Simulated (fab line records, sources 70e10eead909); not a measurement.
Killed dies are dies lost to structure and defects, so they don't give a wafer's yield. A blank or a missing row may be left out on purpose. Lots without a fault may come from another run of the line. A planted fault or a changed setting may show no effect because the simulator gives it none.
fab line records | flow nand_harc
record lots=12 wafers=36 last_day=24
route steps=1159 shown A_CONTACT@854 END@1159
lots that met no fault: from a run of the same line without faults
start_h: hours from the record's first day to the start of the lot's first wafer shown | wait_h: hours since the lot's step before | " the same as in the row above | L1.1+2: a row that stands for several wafers | - no value, or no start given | * or withheld: withheld | < > ~ a bound
route shown NAME@n: a module of which the file shows steps, and the number in the route of the first | usual: mean/standard deviation of fault-free wafers | same: alike in all rows | chamber/n: place in a boat | sites: the reading at each site | _std_site: their standard deviation | _edge_site: outer sites' mean less inner sites' | radius_mm: how far each site lies from the wafer's centre | mask NAME#n: copy n | behind: the tool/chamber that last shaped the wafer | hold: why the lot was held/for how many hours/how that ended | device: the transistor (n, p or np) that didn't switch | end of line: the same wafers' tests at the end of the route | a step without rows: its recipe alone | killed: dies lost to structure and defects at the first sort, not the wafer's yield | map: a wafer's dies, x killed, . not, _ none there
set.NAME: the setting as run; set.NAME@STEP: as run at that earlier step | model.NAME: the simulator's own value behind a step, which no gauge read
steps of the route over a sample of lots; a table a step, a row a wafer
services: from which hour (start_h, from the record's first day; less than 0 if before it) a tool's chamber was out of use, for how many hours, and why
## steps
# step NHARC_A_CONTACT_CD_MEAS_42
# recipe target_cd_nm=200 landing_energy_ev=500
# usual cd_nm=199.9/0.43
# columns lot.wafer tool chamber start_h wait_h cd_nm
L282.2 cd_sem-02 0 371.11 - 199.6
L282.5 " 0 " " 200.2
L282.6 " 0 " " 199.5
L280.2 cd_sem-01 0 374.61 - 199.9
L280.3 " 0 " " 200.0
L280.6 " 0 " " 200.7
L284.3 cd_sem-02 0 385.93 - 200.1
L284.4 " 0 " " 199.9
L284.5 " 0 " " 200.1
L286.1 cd_sem-03 0 388.39 - 200.0
L286.5 " 0 " " 200.0
L286.6 " 0 " " 200.3
L287.1 cd_sem-02 0 406.30 - 200.7
L287.2 " 0 " " 200.1
L287.6 " 0 " " 199.8
L295.2 cd_sem-03 0 464.92 - 200.2
L295.3 " 0 " " 200.4
L295.5 " 0 " " 199.7
L294.2 cd_sem-02 0 467.20 - 199.4
L294.4 " 0 " " 199.5
L294.5 " 0 " " 199.2
L299.2 cd_sem-03 0 469.93 - 199.3
L299.3 " 0 " " 199.2
L299.6 " 0 " " 199.3
L298.1 cd_sem-02 0 473.36 - 199.5
L298.4 " 0 " " 199.0
L298.6 " 0 " " 199.1
L302.1 cd_sem-02 0 476.34 - 199.9
L302.2 " 0 " " 199.7
L302.3 " 0 " " 198.7
L301.3 cd_sem-02 0 483.15 - 199.7
L301.5 " 0 " " 200.2
L301.6 " 0 " " 200.3
L303.2 cd_sem-03 0 509.65 - 199.6
L303.3 " 0 " " 199.5
L303.5 " 0 " " 199.1
# step NHARC_A_CONTACT_ETCH_51
# recipe target_depth_a=36000 over_etch_frac=0.3 time_s=936 ion_energy_ev=150 o2_flow_sccm=400 cos_flow_sccm=20 ar_flow_sccm=0 rf_w=500 bias_w=300 chemistry=O2/COS
# usual bias_w=300.0/0.95 chamber_pressure_mTorr=19.999/0.019 drypump_motor_current_A=5.7/0.42 oes_product_au=1.000/0.0066 rf_vpp_V=315.1/2.3 showerhead_plenum_p_Torr=3.18/0.14 throttle_valve_pct=28.329/0.0078
# columns lot.wafer tool chamber start_h wait_h bias_w chamber_pressure_mTorr drypump_motor_current_A oes_product_au rf_hours_counter_h rf_vpp_V showerhead_plenum_p_Torr throttle_valve_pct
L282.2 rie_diel-01 3 - - 300.2 19.988 6.3 1.001 21 316.0 3.25 28.332
L282.6 " 2 " " 301.4 19.987 6.6 1.002 - 314.2 3.10 28.326
L282.5 " 3 " " 300.8 19.982 6.3 1.003 - 317.8 3.25 28.326
L280.2 rie_diel-01 3 - - 299.8 19.970 6.3 1.000 23 316.6 3.25 28.317
L280.3 " 0 " " 300.8 20.010 6.4 0.991 23 310.1 2.90 28.346
L280.6 " 1 " " 302.3 19.990 5.7 1.011 - 315.4 3.15 28.323
L284.3 rie_diel-11 2 - - 298.8 19.976 5.8 1.004 4 312.0 2.95 28.333
L284.4 " 0 " " 301.9 19.985 5.6 1.008 4 316.9 3.28 28.338
L284.5 " 2 " " 300.1 20.027 5.8 1.009 - 310.8 2.95 28.328
L286.1 rie_diel-11 3 - - 299.4 19.977 5.8 0.993 4 316.1 3.15 28.339
L286.6 " 1 " " 301.3 19.992 5.6 1.003 - 316.2 3.30 28.332
L286.5 " 2 " " 299.0 19.990 5.8 0.996 - 311.2 2.95 28.339
L287.2 rie_diel-12 1 - - 300.3 19.984 5.2 0.997 8 316.1 3.25 28.327
L287.1 " 3 " " 299.1 20.024 5.3 1.010 6 317.7 3.34 28.332
L287.6 " 2 " " 300.0 19.982 4.8 0.982 - 317.2 3.37 28.323
L295.2 rie_diel-11 0 - - 300.1 20.023 5.6 1.010 18 316.5 3.27 28.332
L295.3 " 1 " " 299.3 19.998 5.6 1.001 18 315.9 3.30 28.322
L295.5 " 3 " " 300.9 19.993 5.8 0.996 - 314.2 3.15 28.327
L294.2 rie_diel-11 0 - - 299.4 20.005 5.6 1.002 19 317.0 3.27 28.328
L294.4 " 2 " " 300.4 20.014 5.8 1.001 19 311.6 2.94 28.330
L294.5 " 0 " " 299.7 19.995 5.6 1.003 - 317.4 3.27 28.340
L299.3 rie_diel-12 0 - - 300.1 19.980 5.5 0.996 30 317.0 3.32 28.331
L299.2 " 2 " " 300.4 20.067 4.8 1.011 26 317.3 3.36 28.335
L299.6 " 1 " " 299.5 20.010 5.2 0.999 - 316.2 3.24 28.339
L298.1 rie_diel-01 0 - - 298.6 20.004 6.4 0.991 59 310.3 2.88 28.328
L298.4 " 1 " " 299.6 20.019 5.7 1.006 56 315.4 3.13 28.325
L298.6 " 0 " " 300.0 20.010 6.4 0.997 - 309.9 2.88 28.322
L302.2 rie_diel-01 2 - - 300.9 20.005 6.6 0.998 59 312.3 3.08 28.335
L302.3 " 3 " " 298.9 19.993 6.3 0.999 61 315.6 3.23 28.331
L302.1 " 1 " " 300.8 19.983 5.6 1.010 59 313.9 3.13 28.332
L301.3 rie_diel-01 3 - - 300.2 20.027 6.3 0.999 64 314.8 3.23 28.313
L301.5 " 3 " " 300.8 20.025 6.3 1.003 - 315.8 3.23 28.352
L301.6 " 1 " " 299.9 19.978 5.7 1.009 - 313.2 3.13 28.321
L303.2 rie_diel-11 2 - - 299.1 20.001 5.8 0.997 27 311.2 2.94 28.315
L303.3 " 3 " " 298.4 20.018 5.8 0.995 28 313.9 3.14 28.330
L303.5 " 3 " " 298.4 19.986 5.8 1.004 - 314.5 3.14 28.332
# step NHARC_A_CONTACT_ETCH_115
# recipe source_w=withheld pressure_mtorr=20 bias_v=3000 time_s=94 target_depth_a=9220 ar_flow_sccm=withheld c4f8_flow_sccm=withheld o2_flow_sccm=withheld chemistry=C4F8/O2/Ar
# usual chamber_pressure_mTorr=20.000/0.016 oes_air_line_au=0.998/0.022
# columns lot.wafer tool chamber start_h wait_h chamber_pressure_mTorr oes_air_line_au rf_hours_counter_h
L282.2 har_cap_etch-02 1 373.04 0.1 19.996 1.005 11
L282.6 " 0 " " 19.990 1.006 -
L282.5 " 1 " " 20.018 0.961 -
L280.2 har_cap_etch-01 1 376.54 0.1 20.020 1.003 55
L280.3 " 0 " " 19.993 1.003 -
L280.6 " 1 " " 19.983 0.976 -
L284.4 har_cap_etch-03 1 387.89 0.1 20.002 0.976 -
L284.3 " 0 " " 20.000 1.030 -
L284.5 " 0 " " 20.026 0.973 -
L286.1 har_cap_etch-01 1 390.31 0.1 20.011 0.969 58
L286.6 " 1 " " 19.978 0.992 -
L286.5 " 0 " " 19.975 1.009 -
L287.1 har_cap_etch-02 1 408.37 0.1 19.978 1.010 17
L287.2 " 0 " " 19.999 0.976 17
L287.6 " 1 " " 20.014 1.031 -
L295.2 har_cap_etch-02 1 467.26 0.1 20.028 0.945 25
L295.3 " 0 " " 19.976 0.983 -
L295.5 " 1 " " 20.002 0.979 -
L294.2 har_cap_etch-01 1 469.14 0.1 20.012 1.001 72
L294.4 " 1 " " 19.990 0.985 -
L294.5 " 1 " " 20.015 0.994 -
L299.2 har_cap_etch-03 1 472.10 0.1 19.997 1.020 102
L299.3 " 0 " " 20.003 1.001 -
L299.6 " 1 " " 19.990 0.992 -
L298.1 har_cap_etch-02 0 475.96 0.1 20.009 0.972 28
L298.4 " 0 " " 20.000 0.963 -
L298.6 " 0 " " 19.979 0.995 -
L302.1 har_cap_etch-02 1 479.02 0.1 20.010 0.987 29
L302.2 " 0 " " 20.016 1.022 29
L302.3 " 0 " " 20.005 1.008 -
L301.3 har_cap_etch-01 1 485.44 0.1 19.997 0.967 -
L301.6 " 0 " " 19.995 1.005 -
L301.5 " 1 " " 20.011 0.962 -
L303.2 har_cap_etch-03 0 511.80 0.1 19.986 0.991 111
L303.3 " 0 " " 20.009 1.039 -
L303.5 " 0 " " 20.019 0.996 -
# step NHARC_A_CONTACT_ETCH_116
# recipe source_w=withheld pressure_mtorr=20 bias_v=3000 time_s=94 target_depth_a=9220 ar_flow_sccm=withheld c4f8_flow_sccm=withheld o2_flow_sccm=withheld chemistry=C4F8/O2/Ar
# usual chamber_pressure_mTorr=20.001/0.017 oes_air_line_au=1.001/0.018
# columns lot.wafer tool chamber start_h wait_h chamber_pressure_mTorr oes_air_line_au rf_hours_counter_h
L282.2 har_cap_etch-02 1 373.13 0.1 20.017 0.985 11
L282.6 " 0 " " 20.000 1.010 -
L282.5 " 1 " " 20.002 1.010 -
L280.2 har_cap_etch-01 1 376.63 0.1 19.997 0.988 55
L280.3 " 0 " " 19.980 0.997 -
L280.6 " 1 " " 20.016 1.002 -
L284.4 har_cap_etch-03 1 387.98 0.1 20.002 0.973 -
L284.3 " 0 " " 20.043 0.992 -
L284.5 " 0 " " 19.974 1.018 -
L286.1 har_cap_etch-01 1 390.40 0.1 20.037 0.969 58
L286.6 " 1 " " 19.980 0.989 -
L286.5 " 0 " " 19.994 1.008 -
L287.1 har_cap_etch-02 1 408.49 0.1 20.008 0.998 17
L287.2 " 0 " " 20.017 1.006 17
L287.6 " 1 " " 20.024 1.018 -
L295.2 har_cap_etch-02 1 467.42 0.1 - - -
L295.3 " 0 " " - - -
L295.5 " 1 " " - - -
L294.2 har_cap_etch-01 1 469.23 0.1 - - -
L294.4 " 1 " " - - -
L294.5 " 1 " " - - -
L299.2 har_cap_etch-03 1 472.19 0.1 20.006 0.970 102
L299.3 " 0 " " 20.011 0.986 -
L299.6 " 1 " " 19.994 0.992 -
L298.1 har_cap_etch-02 0 476.12 0.1 20.015 0.973 28
L298.4 " 0 " " 19.984 0.977 -
L298.6 " 0 " " 19.993 0.994 -
L302.1 har_cap_etch-02 1 479.18 0.1 19.980 1.025 29
L302.2 " 0 " " 20.000 1.011 29
L302.3 " 0 " " 20.004 0.999 -
L301.3 har_cap_etch-01 1 485.53 0.1 20.015 1.012 -
L301.6 " 0 " " 20.008 0.999 -
L301.5 " 1 " " 20.003 1.009 -
L303.2 har_cap_etch-03 0 511.89 0.1 19.992 0.981 111
L303.3 " 0 " " 20.010 0.999 -
L303.5 " 0 " " 19.988 1.000 -
# step NHARC_END_SORT_01
# recipe temp_c=25
# usual killed_at_array=24/7.4 killed_at_other=0.5/0.81 killed_at_periphery=3.4/2.3 killed_dies=28/8 killed_open=3.4/1.8 killed_short=2.0/1.4
# same gross_dies=677
# columns lot.wafer tool chamber start_h wait_h killed_at_array killed_at_other killed_at_periphery killed_dies killed_open killed_short
L295.2 prober-01 0 546.83 2.8 674 0 3 677 2 2
L295.3 prober-01 0 547.62 3.1 676 0 1 677 2 2
L295.5 prober-01 0 549.19 3.6 674 0 3 677 5 3
L294.2 prober-01 0 554.57 2.8 673 2 2 677 3 2
L294.4 prober-01 0 556.18 3.4 674 1 2 677 1 4
L294.5 prober-01 0 556.98 3.7 673 2 2 677 2 2
# killed by level:class
L295.2 A_CONTACT:area_etch=658 A_CHANNEL_HOLE_D1:chamber_film_flake=7 A_STAIRCASE:chamber_film_flake=3 A_STAIRCASE:geometric_particle:open=2 P_GATE:chamber_film_flake=2 P_CONTACT:geometric_particle:short=1 A_ONON_D1:geometric_particle:short=1 A_CHANNEL_FILL_D1:chamber_film_flake=1
L295.3 A_CONTACT:area_etch=642 A_CHANNEL_HOLE_D1:chamber_film_flake=26 A_CONTACT:chamber_film_flake=5 P_M0:geometric_particle:open=1 A_ONON_D1:geometric_particle:open=1 A_CHANNEL_FILL_D1:geometric_particle:short=1 A_SGD_CUT:geometric_particle:short=1
L295.5 A_CONTACT:area_etch=641 A_CHANNEL_HOLE_D1:chamber_film_flake=17 A_STAIRCASE:chamber_film_flake=7 A_CONTACT:chamber_film_flake=4 A_CONTACT:geometric_particle:open=3 P_CONTACT:geometric_particle:open=2 P_M0:geometric_particle:short=1 A_CHANNEL_HOLE_D1:geometric_particle:short=1
L294.2 A_CONTACT:area_etch=658 A_CONTACT:chamber_film_flake=5 A_CHANNEL_HOLE_D1:chamber_film_flake=4 A_STAIRCASE:chamber_film_flake=3 P_GATE:geometric_particle:open=2 A_WL_FILL:geometric_particle:short=2 THIN_TSV:chamber_film_flake=2 A_M0:geometric_particle:open=1
L294.4 A_CONTACT:area_etch=657 A_CHANNEL_HOLE_D1:chamber_film_flake=5 A_STAIRCASE:chamber_film_flake=4 A_CONTACT:chamber_film_flake=4 A_WL_FILL:geometric_particle:short=3 P_M0:geometric_particle:short=1 A_ONON_D1:geometric_particle:open=1 P_GATE:chamber_film_flake=1
L294.5 A_CONTACT:area_etch=654 A_STAIRCASE:chamber_film_flake=7 A_CONTACT:chamber_film_flake=7 A_CHANNEL_HOLE_D1:chamber_film_flake=3 P_M2:geometric_particle:open=1 A_CHANNEL_FILL_D1:geometric_particle:short=1 A_CHANNEL_FILL_D1:geometric_particle:open=1 P_ZERO_WELL:chamber_film_flake=1
## services
# columns tool chamber start_h hours kind
rie_diel-01 0 348.60 - clean
rie_diel-01 1 348.60 - clean
rie_diel-01 2 348.60 - clean
rie_diel-01 3 348.60 - clean
rie_diel-11 - 366.53 9.0 pm
rie_diel-11 0 366.53 9.0 vent_cycle
rie_diel-11 1 366.53 9.0 vent_cycle
rie_diel-11 2 366.53 9.0 vent_cycle
rie_diel-11 3 366.53 9.0 vent_cycle
rie_diel-01 - 370.63 0.4 repair
rie_diel-01 0 373.10 - clean
rie_diel-01 1 373.10 - clean
rie_diel-01 2 373.10 - clean
rie_diel-01 3 373.10 - clean
rie_diel-11 0 375.53 - clean
rie_diel-12 - 379.62 9.0 pm
rie_diel-01 - 437.94 0.2 repair
har_cap_etch-02 - 439.59 0.3 repair
har_cap_etch-01 - 440.34 0.3 repair
rie_diel-11 0 441.10 3.3 repair
rie_diel-11 1 454.41 2.5 repair
rie_diel-01 0 490.11 22.5 repair
rie_diel-01 - 491.99 9.0 pm
rie_diel-11 0 500.70 10.5 repair
## key
first_sign step=NHARC_A_CONTACT_ETCH_116 reading=tool_record direction=missing
effect step=NHARC_END_SORT_01 reading=killed_at_array direction=up sigmas=88 usual=24 struck=674
more_kills_born_at NHARC_A_CONTACT_ETCH_116@har_cap_etch-01=1969 NHARC_A_CONTACT_ETCH_116@har_cap_etch-02=1941
met_at NHARC_A_CONTACT_ETCH_116
struck_lots L294,L295
later_rows_left_out L294.2,L294.4,L294.5,L295.2,L295.3,L295.5
tester_left_out L294,L295
not_acting_at NHARC_A_CONTACT_CD_MEAS_42,NHARC_A_CONTACT_ETCH_51,NHARC_A_CONTACT_ETCH_115
onset_between 408.49 467.42
fault kind=skipped_step_whole tool=har_cap_etch-01,har_cap_etch-02 chamber=- onset_h=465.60 steps=NHARC_A_CONTACT_ETCH_116 scope=struck_lots_only
# tester_left_out: of these lots the tester's yield and bins aren't shown, on N5 and GAA mostly nor the transistor test; their killed dies are dies lost to structure and defects alone, not to doping, threshold or leakage, so they don't give the yield
# later_rows_left_out: the simulator's readings of these wafers behind a module that went badly wrong aren't trusted and aren't shown, but for the sort
